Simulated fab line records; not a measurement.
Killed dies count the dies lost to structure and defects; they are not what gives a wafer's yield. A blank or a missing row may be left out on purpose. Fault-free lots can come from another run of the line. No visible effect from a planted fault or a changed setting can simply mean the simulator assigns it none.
fab line records + flow n5-finfet + part 2 of 2: steps 5 to 6 of 6
[record]
- lots = 24
- wafers = 72
- last-day = 19
route steps=1938 shown MOL_CONTACT_COAG@584 BEOL_M0_SAQP@634
lots that met no fault: from a run of the same line without faults
start-h: hours from the record's opening day to when the first of the lot's shown wafers began + wait-h: hours from the lot's prior step to this one + " the same as in the row above + L1.1+2: a single row standing in for several wafers + - either no value or no given start + * or withheld: withheld + < > ~ a bound
route shown NAME@n: names a module that has steps shown in the file, with the first one's number in the route + usual: average and standard deviation across the fault-free wafers + same: alike in all rows + chamber/n: place in a boat + sites: the reading at each site + _std_site: standard deviation of those values + _edge_site: outer sites' mean less inner sites' + radius-mm: how far each site lies from the wafer's centre + mask NAME#n: copy n + behind: the last tool/chamber to shape the wafer + hold: reason for holding the lot/hours on hold/outcome of the hold + device: which transistor (n, p or np) failed to switch + end of line: the route-end tests of the same wafers + step lacking rows: just its recipe + killed: at the first sort, the dies lost to defects and structure; wafer yield is something else + map: dies across one wafer; x = killed, . = not, _ = none there
set.NAME: the run value of the setting; set.NAME@STEP: its run value at that earlier step + model.NAME: the simulator's own value behind a step, which no gauge read
steps of the route over a sample of lots; a table a step, a row a wafer
services: a tool's chamber out of use, with start hour (start-h, from the record's first day; less than 0 if before it), hours out, and reason
[[steps]]
[step N5_BEOL_M0_SAQP_HM_DEP_02]
[recipe]
- material = TiN
- target-thk-a = 120
- temp-c = 25
- chamber-pressure-pa = 0.49996
[usual]
- throttle-valve-pct = 29.6/0.94
| lot.wafer | tool           | chamber | start-h | wait-h | throttle-valve-pct |
|-----------|----------------|---------|---------|--------|--------------------|
| L074.2    | pvd-sputter-01 | -       | 105.90  | 0.2    | 30.4               |
| L074.3    | "              | -       | "       | "      | 28.4               |
| L074.5    | "              | -       | "       | "      | 28.4               |
| L075.3    | pvd-sputter-03 | -       | 111.91  | 0.0    | 29.3               |
| L075.5    | "              | -       | "       | "      | 32.0               |
| L075.6    | "              | -       | "       | "      | 29.7               |
| L076.2    | pvd-sputter-03 | -       | 120.86  | 2.0    | 32.1               |
| L076.4    | "              | -       | "       | "      | 29.2               |
| L076.5    | "              | -       | "       | "      | 29.9               |
| L077.2    | pvd-sputter-02 | -       | 126.76  | 1.8    | 27.8               |
| L077.4    | "              | -       | "       | "      | 30.1               |
| L077.5    | "              | -       | "       | "      | 29.0               |
| L078.1    | pvd-sputter-01 | -       | 132.48  | 1.0    | 29.8               |
| L078.3    | "              | -       | "       | "      | 30.2               |
| L078.5    | "              | -       | "       | "      | 30.4               |
| L079.3    | pvd-sputter-03 | -       | 135.39  | 1.0    | 29.4               |
| L079.4    | "              | -       | "       | "      | 29.5               |
| L079.6    | "              | -       | "       | "      | 29.7               |
| L080.1    | pvd-sputter-03 | -       | 141.69  | 0.5    | 29.5               |
| L080.3    | "              | -       | "       | "      | 31.9               |
| L080.4    | "              | -       | "       | "      | 29.9               |
| L081.1    | pvd-sputter-03 | -       | 150.99  | 1.3    | 29.7               |
| L081.2    | "              | -       | "       | "      | 29.9               |
| L081.5    | "              | -       | "       | "      | 29.4               |
| L082.1    | pvd-sputter-01 | -       | 152.94  | 0.2    | 28.7               |
| L082.3    | "              | -       | "       | "      | 29.7               |
| L082.4    | "              | -       | "       | "      | 30.0               |
| L083.1    | pvd-sputter-01 | -       | 162.22  | 3.4    | 28.5               |
| L083.3    | "              | -       | "       | "      | 29.7               |
| L083.6    | "              | -       | "       | "      | 29.5               |
| L084.1    | pvd-sputter-01 | -       | 168.72  | 0.8    | 28.5               |
| L084.3    | "              | -       | "       | "      | 29.7               |
| L084.4    | "              | -       | "       | "      | 28.7               |
| L086.1    | pvd-sputter-01 | -       | 177.56  | 1.1    | 29.6               |
| L086.2    | "              | -       | "       | "      | 28.7               |
| L086.6    | "              | -       | "       | "      | 29.7               |
| L085.3    | pvd-sputter-01 | -       | 179.97  | 0.5    | 30.3               |
| L085.4    | "              | -       | "       | "      | 29.9               |
| L085.6    | "              | -       | "       | "      | 30.4               |
| L087.3    | pvd-sputter-02 | -       | 183.77  | 0.4    | 29.8               |
| L087.5    | "              | -       | "       | "      | 29.6               |
| L087.6    | "              | -       | "       | "      | 28.6               |
| L088.1    | pvd-sputter-02 | -       | 194.23  | 0.0    | 27.8               |
| L088.3    | "              | -       | "       | "      | 28.8               |
| L088.5    | "              | -       | "       | "      | 30.0               |
| L089.3    | pvd-sputter-03 | -       | 199.18  | 2.0    | 31.9               |
| L089.5    | "              | -       | "       | "      | 31.9               |
| L089.6    | "              | -       | "       | "      | 29.4               |
| L090.1    | pvd-sputter-02 | -       | 201.56  | 0.1    | 29.7               |
| L090.2    | "              | -       | "       | "      | 30.0               |
| L090.4    | "              | -       | "       | "      | 27.7               |
| L091.1    | pvd-sputter-03 | -       | 204.74  | 0.2    | 29.3               |
| L091.2    | "              | -       | "       | "      | 29.2               |
| L091.4    | "              | -       | "       | "      | 29.6               |
| L092.1    | pvd-sputter-02 | -       | 213.69  | 1.8    | 27.7               |
| L092.2    | "              | -       | "       | "      | 28.9               |
| L092.6    | "              | -       | "       | "      | 29.8               |
| L093.1    | pvd-sputter-02 | -       | 218.64  | 1.1    | 27.5               |
| L093.3    | "              | -       | "       | "      | 29.8               |
| L093.6    | "              | -       | "       | "      | 28.7               |
| L094.1    | pvd-sputter-01 | -       | 224.15  | 0.2    | 30.3               |
| L094.3    | "              | -       | "       | "      | 29.7               |
| L094.4    | "              | -       | "       | "      | 29.3               |
| L095.1    | pvd-sputter-02 | -       | 234.09  | 1.5    | 29.7               |
| L095.2    | "              | -       | "       | "      | 28.0               |
| L095.5    | "              | -       | "       | "      | 27.9               |
| L097.2    | pvd-sputter-03 | -       | 245.23  | 0.6    | 29.6               |
| L097.5    | "              | -       | "       | "      | 29.5               |
| L097.6    | "              | -       | "       | "      | 29.9               |
| L096.1    | pvd-sputter-02 | -       | 248.40  | 0.8    | 28.8               |
| L096.5    | "              | -       | "       | "      | 28.9               |
| L096.6    | "              | -       | "       | "      | 29.8               |
[step N5_BEOL_M0_SAQP_SPACER2_ETCHBACK_27]
[recipe]
- chemistry = CHF3/O2
- mode = anisotropic-etchback
- target = SiO2
- target-depth-a = 225
- time-s = 11.25
- pressure-mtorr = 30
- source-w = 650
- bias-w = 170
- Ar_flow_sccm = 200
- CHF3_flow_sccm = 50
- O2_flow_sccm = 5
- ion-energy-ev = 200
[usual]
- drypump-motor-current-A = 5.9/0.4
- oes_o_777_au = 0.77/0.064
- oes-product-au = 0.77/0.065
- rf-vpp-V = 525/3.4
- showerhead-plenum-p-Torr = 2.43/0.062
- throttle-valve-pct = 18.90/0.16
| lot.wafer | tool        | chamber | start-h | wait-h | drypump-motor-current-A | oes_o_777_au | oes-product-au | rf-hours-counter-h | rf-vpp-V | showerhead-plenum-p-Torr | throttle-valve-pct |
|-----------|-------------|---------|---------|--------|-------------------------|--------------|----------------|--------------------|----------|--------------------------|--------------------|
| L074.2    | rie-diel-03 | 3       | 110.40  | 0.3    | 5.6                     | 0.71         | 0.72           | 184                | 531      | 2.40                     | 18.99              |
| L074.3    | "           | 1       | "       | "      | 6.0                     | 0.92         | 0.93           | 13                 | 523      | 2.36                     | 18.67              |
| L074.5    | "           | 0       | "       | "      | 6.3                     | 0.75         | 0.75           | -                  | 525      | 2.39                     | 18.87              |
| L075.3    | rie-diel-04 | 3       | 116.43  | 0.3    | 6.4                     | 0.73         | 0.73           | 156                | 518      | 2.41                     | 18.85              |
| L075.5    | "           | 3       | "       | "      | 6.5                     | 0.72         | 0.72           | -                  | 518      | 2.41                     | 18.85              |
| L075.6    | "           | 0       | "       | "      | 5.4                     | 0.89         | 0.87           | -                  | 528      | 2.54                     | 18.62              |
| L076.2    | rie-diel-03 | 3       | 125.03  | 0.3    | 5.6                     | 0.71         | 0.71           | 190                | 530      | 2.40                     | 19.00              |
| L076.4    | "           | 1       | "       | "      | 6.1                     | 0.92         | 0.91           | -                  | 523      | 2.36                     | 18.68              |
| L076.5    | "           | 0       | "       | "      | 6.3                     | 0.74         | 0.74           | -                  | 524      | 2.39                     | 18.87              |
| L077.2    | rie-diel-04 | 2       | 130.67  | 0.3    | 6.5                     | 0.75         | 0.74           | 190                | 524      | 2.39                     | 18.77              |
| L077.4    | "           | 1       | "       | "      | 6.1                     | 0.76         | 0.77           | 129                | 525      | 2.41                     | 19.04              |
| L077.5    | "           | 0       | "       | "      | 5.4                     | 0.89         | 0.87           | -                  | 527      | 2.54                     | 18.61              |
| L078.1    | rie-diel-04 | 0       | 136.50  | 0.3    | 5.4                     | 0.87         | 0.86           | 48                 | 527      | 2.54                     | 18.62              |
| L078.3    | "           | 3       | "       | "      | 6.5                     | 0.72         | 0.72           | 162                | 520      | 2.41                     | 18.85              |
| L078.5    | "           | 1       | "       | "      | 6.2                     | 0.76         | 0.77           | -                  | 524      | 2.41                     | 19.04              |
| L079.3    | rie-diel-05 | 3       | 139.43  | 0.3    | 5.7                     | 0.86         | 0.88           | 40                 | 528      | 2.55                     | 18.87              |
| L079.4    | "           | 2       | "       | "      | 5.7                     | 0.73         | 0.74           | 188                | 528      | 2.48                     | 19.10              |
| L079.6    | "           | 1       | "       | "      | 5.8                     | 0.75         | 0.74           | -                  | 522      | 2.50                     | 18.93              |
| L080.1    | rie-diel-04 | 3       | 146.70  | 0.3    | 6.4                     | 0.72         | 0.71           | 165                | 518      | 2.41                     | 18.85              |
| L080.3    | "           | 1       | "       | "      | 6.2                     | 0.77         | 0.76           | 135                | 524      | 2.41                     | 19.05              |
| L080.4    | "           | 2       | "       | "      | 6.5                     | 0.74         | 0.74           | 194                | 522      | 2.39                     | 18.76              |
| L081.1    | rie-diel-03 | 0       | 154.88  | 0.3    | 6.4                     | 0.74         | 0.74           | 197                | 524      | 2.38                     | 18.89              |
| L081.2    | "           | 1       | "       | "      | 6.0                     | 0.89         | 0.90           | 29                 | 524      | 2.35                     | 18.70              |
| L081.5    | "           | 0       | "       | "      | 6.4                     | 0.73         | 0.73           | -                  | 523      | 2.38                     | 18.90              |
| L082.1    | rie-diel-03 | 0       | 157.03  | 0.3    | 6.4                     | 0.74         | 0.73           | 198                | 522      | 2.38                     | 18.88              |
| L082.3    | "           | 1       | "       | "      | 6.1                     | 0.89         | 0.90           | 30                 | 522      | 2.35                     | 18.69              |
| L082.4    | "           | 3       | "       | "      | 5.6                     | 0.70         | 0.71           | -                  | 531      | 2.39                     | 19.02              |
| L083.1    | rie-diel-05 | 0       | 166.16  | 0.3    | 5.2                     | 0.79         | 0.81           | 82                 | 524      | 2.44                     | 19.13              |
| L083.3    | "           | 3       | "       | "      | 5.7                     | 0.86         | 0.85           | 47                 | 528      | 2.54                     | 18.86              |
| L083.6    | "           | 3       | "       | "      | 5.7                     | 0.84         | 0.87           | -                  | 529      | 2.54                     | 18.89              |
| L084.1    | rie-diel-05 | 1       | 173.08  | 0.3    | 5.8                     | 0.74         | 0.73           | 165                | 521      | 2.50                     | 18.94              |
| L084.3    | "           | 0       | "       | "      | 5.2                     | 0.80         | 0.80           | 84                 | 523      | 2.44                     | 19.13              |
| L084.4    | "           | 3       | "       | "      | 5.7                     | 0.84         | 0.86           | 49                 | 527      | 2.54                     | 18.88              |
| L086.1    | rie-diel-05 | 1       | 185.14  | 0.3    | 5.8                     | 0.73         | 0.73           | 168                | 522      | 2.50                     | 18.96              |
| L086.2    | "           | 3       | "       | "      | 5.7                     | 0.85         | 0.86           | 53                 | 528      | 2.54                     | 18.88              |
| L086.6    | "           | 1       | "       | "      | 5.8                     | 0.74         | 0.73           | -                  | 523      | 2.50                     | 18.95              |
| L085.3    | rie-diel-04 | 2       | 188.21  | 0.3    | 6.5                     | 0.73         | 0.73           | 205                | 522      | 2.39                     | 18.78              |
| L085.4    | "           | 1       | "       | "      | 6.2                     | 0.75         | 0.76           | 147                | 524      | 2.41                     | 19.07              |
| L085.6    | "           | 1       | "       | "      | 6.2                     | 0.75         | 0.76           | -                  | 525      | 2.41                     | 19.06              |
| L087.3    | rie-diel-03 | 3       | 191.06  | 0.3    | 5.6                     | 0.70         | 0.70           | 210                | 530      | 2.39                     | 19.03              |
| L087.5    | "           | 1       | "       | "      | 6.1                     | 0.88         | 0.89           | -                  | 523      | 2.35                     | 18.71              |
| L087.6    | "           | 0       | "       | "      | 6.3                     | 0.74         | 0.73           | -                  | 524      | 2.38                     | 18.93              |
| L088.1    | rie-diel-05 | 2       | 198.39  | 0.3    | 5.7                     | 0.72         | 0.72           | 204                | 527      | 2.48                     | 19.13              |
| L088.3    | "           | 0       | "       | "      | 5.2                     | 0.80         | 0.80           | 91                 | 524      | 2.44                     | 19.15              |
| L088.5    | "           | 1       | "       | "      | 5.8                     | 0.73         | 0.73           | -                  | 521      | 2.50                     | 18.97              |
| L089.3    | rie-diel-05 | 3       | 204.34  | 0.3    | 5.7                     | 0.84         | 0.84           | 59                 | 529      | 2.54                     | 18.89              |
| L089.5    | "           | 2       | "       | "      | 5.7                     | 0.72         | 0.72           | -                  | 528      | 2.48                     | 19.12              |
| L089.6    | "           | 1       | "       | "      | 5.8                     | 0.74         | 0.73           | -                  | 520      | 2.50                     | 18.96              |
| L090.1    | rie-diel-03 | 1       | 206.56  | 0.3    | 6.0                     | 0.87         | 0.88           | 44                 | 523      | 2.35                     | 18.73              |
| L090.2    | "           | 3       | "       | "      | 5.6                     | 0.70         | 0.70           | 216                | 530      | 2.38                     | 19.04              |
| L090.4    | "           | 0       | "       | "      | 6.4                     | 0.73         | 0.73           | 212                | 525      | 2.38                     | 18.91              |
| L091.1    | rie-diel-04 | 1       | 209.32  | 0.3    | 6.2                     | 0.74         | 0.75           | 153                | 525      | 2.40                     | 19.06              |
| L091.2    | "           | 3       | "       | "      | 6.5                     | 0.70         | 0.70           | 183                | 519      | 2.40                     | 18.90              |
| L091.4    | "           | 0       | "       | "      | 5.4                     | 0.84         | 0.84           | 71                 | 529      | 2.53                     | 18.69              |
| L092.1    | rie-diel-03 | 0       | 217.75  | 0.3    | 6.4                     | 0.73         | 0.72           | 215                | 524      | 2.37                     | 18.90              |
| L092.2    | "           | 2       | "       | "      | 5.5                     | 0.74         | 0.74           | 191                | 522      | 2.39                     | 18.73              |
| L092.6    | "           | 1       | "       | "      | 6.0                     | 0.87         | 0.87           | -                  | 524      | 2.35                     | 18.72              |
| L093.1    | rie-diel-04 | 0       | 223.34  | 0.3    | 5.4                     | 0.84         | 0.83           | 75                 | 528      | 2.53                     | 18.66              |
| L093.3    | "           | 3       | "       | "      | 6.4                     | 0.71         | 0.70           | 186                | 517      | 2.40                     | 18.90              |
| L093.6    | "           | 1       | "       | "      | 6.2                     | 0.74         | 0.74           | -                  | 525      | 2.40                     | 19.09              |
| L094.1    | rie-diel-04 | 1       | 228.26  | 0.3    | 6.2                     | 0.74         | 0.74           | 159                | 524      | 2.40                     | 19.08              |
| L094.3    | "           | 2       | "       | "      | 6.5                     | 0.73         | 0.72           | 216                | 522      | 2.38                     | 18.80              |
| L094.4    | "           | 0       | "       | "      | 5.4                     | 0.84         | 0.84           | 77                 | 527      | 2.53                     | 18.68              |
| L095.1    | rie-diel-03 | 0       | 238.95  | 0.3    | 6.4                     | 0.72         | 0.72           | 223                | 523      | 2.37                     | 18.93              |
| L095.2    | "           | 1       | "       | "      | 6.1                     | 0.85         | 0.86           | 53                 | 523      | 2.34                     | 18.73              |
| L095.5    | "           | 3       | "       | "      | 5.6                     | 0.68         | 0.69           | -                  | 531      | 2.38                     | 19.06              |
| L097.2    | rie-diel-03 | 1       | 249.84  | 0.4    | 6.1                     | 0.85         | 0.86           | 56                 | 523      | 2.34                     | 18.75              |
| L097.5    | "           | 3       | "       | "      | 5.6                     | 0.68         | 0.69           | -                  | 530      | 2.38                     | 19.07              |
| L097.6    | "           | 0       | "       | "      | 6.4                     | 0.72         | 0.71           | -                  | 524      | 2.37                     | 18.93              |
| L096.1    | rie-diel-04 | 3       | 254.80  | 0.4    | 6.5                     | 0.70         | 0.69           | 195                | 518      | 2.40                     | 18.91              |
| L096.5    | "           | 1       | "       | "      | 6.3                     | 0.74         | 0.73           | -                  | 524      | 2.40                     | 19.11              |
| L096.6    | "           | 0       | "       | "      | 5.4                     | 0.83         | 0.82           | -                  | 527      | 2.53                     | 18.68              |
[[services]]
| tool            | chamber | start-h | hours | kind                          |
|-----------------|---------|---------|-------|-------------------------------|
| rie-diel-03     | 2       | 79.31   | 3.5   | repair                        |
| pvd-sputter-03  | -       | 84.08   | 5.1   | repair                        |
| rie-diel-03     | -       | 87.04   | 0.8   | repair                        |
| rie-diel-04     | 3       | 95.97   | 9.2   | repair                        |
| rie-diel-03     | 2       | 97.05   | 64.8  | repair                        |
| rie-diel-06     | 2       | 112.37  | 4.9   | repair                        |
| rie-diel-01     | 3       | 112.40  | -     | clean                         |
| rie-diel-01     | 3       | 112.40  | -     | consumable-replace:focus-ring |
| rie-diel-01     | 3       | 112.40  | 41.4  | scheduled-down                |
| rie-diel-01     | 3       | 112.40  | 41.4  | vent-cycle                    |
| rie-diel-01     | 0       | 119.86  | 2.2   | repair                        |
| plasma-asher-02 | -       | 120.39  | 0.9   | repair                        |
| rie-diel-05     | -       | 140.08  | 0.4   | repair                        |
| rie-diel-01     | 0       | 154.18  | -     | clean                         |
| rie-diel-06     | 1       | 164.44  | 9.9   | repair                        |
| pvd-sputter-02  | -       | 174.26  | 5.0   | repair                        |
| rie-diel-01     | 3       | 177.60  | 5.2   | repair                        |
| rie-diel-06     | 1       | 183.55  | 8.8   | repair                        |
| rie-diel-02     | 0       | 212.15  | 22.1  | repair                        |
| plasma-asher-01 | -       | 212.83  | 2.8   | pm                            |
| rie-diel-06     | 3       | 215.95  | 2.9   | repair                        |
| rie-diel-03     | 1       | 235.73  | 2.8   | repair                        |
| plasma-asher-01 | -       | 240.82  | 12.0  | repair                        |
| rie-diel-03     | -       | 252.66  | 2.8   | pm                            |
